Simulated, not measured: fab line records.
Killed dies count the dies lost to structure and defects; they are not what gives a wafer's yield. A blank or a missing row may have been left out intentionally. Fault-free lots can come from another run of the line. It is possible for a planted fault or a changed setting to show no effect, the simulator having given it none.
Chamber matching + flow nandHarc + rieDiel-09 running NHARC_A_STAIRCASE_TRIM_12: 3 sister chambers
The step chemistry O2, time 211.2 s. 3 wafers are shown with their chamber, then 4 later ones without.

== WAFERS WITH THEIR CHAMBER ==
| wafer  | chamber | drypumpMotorCurrentA (A) |
|--------|---------|--------------------------|
| L885.6 | 1       | 5.46                     |
| L897.5 | 2       | 5.89                     |
| L897.6 | 3       | 5.36                     |

== WAFERS WITH NO CHAMBER GIVEN ==
| wafer  | drypumpMotorCurrentA (A) |
|--------|--------------------------|
| L896.3 | 5.35                     |
| L896.4 | 5.45                     |
| L898.1 | 5.44                     |
| L898.2 | 5.83                     |

== EACH ONE'S CHAMBER ==
| wafer  | from the rows above     | in truth |
|--------|-------------------------|----------|
| L896.3 | 3                       | 3        |
| L896.4 | 1                       | 1        |
| L898.1 | can't be placed: 1 or 3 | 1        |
| L898.2 | 2                       | 2        |
Correctly placed: 3 of 4. Unplaceable from these rows: 1, with the true chamber sitting among the candidates in 1. Number placed wrongly: 0.
How it was worked out, from the rows above alone: a wafer's distance from a chamber is the root of the sum, over the readings, of the square of ((its reading less the chamber's mean) divided by the reading's scatter). If the next closest chamber is less than 2 further off than the closest, the wafer can't be placed; otherwise it belongs to the closest. For every chamber, the mean is computed from those of its wafers that are shown. The scatter (one wafer shown for each chamber): square how far every hidden wafer sits from the nearest shown wafer, average those squares and take the square root.
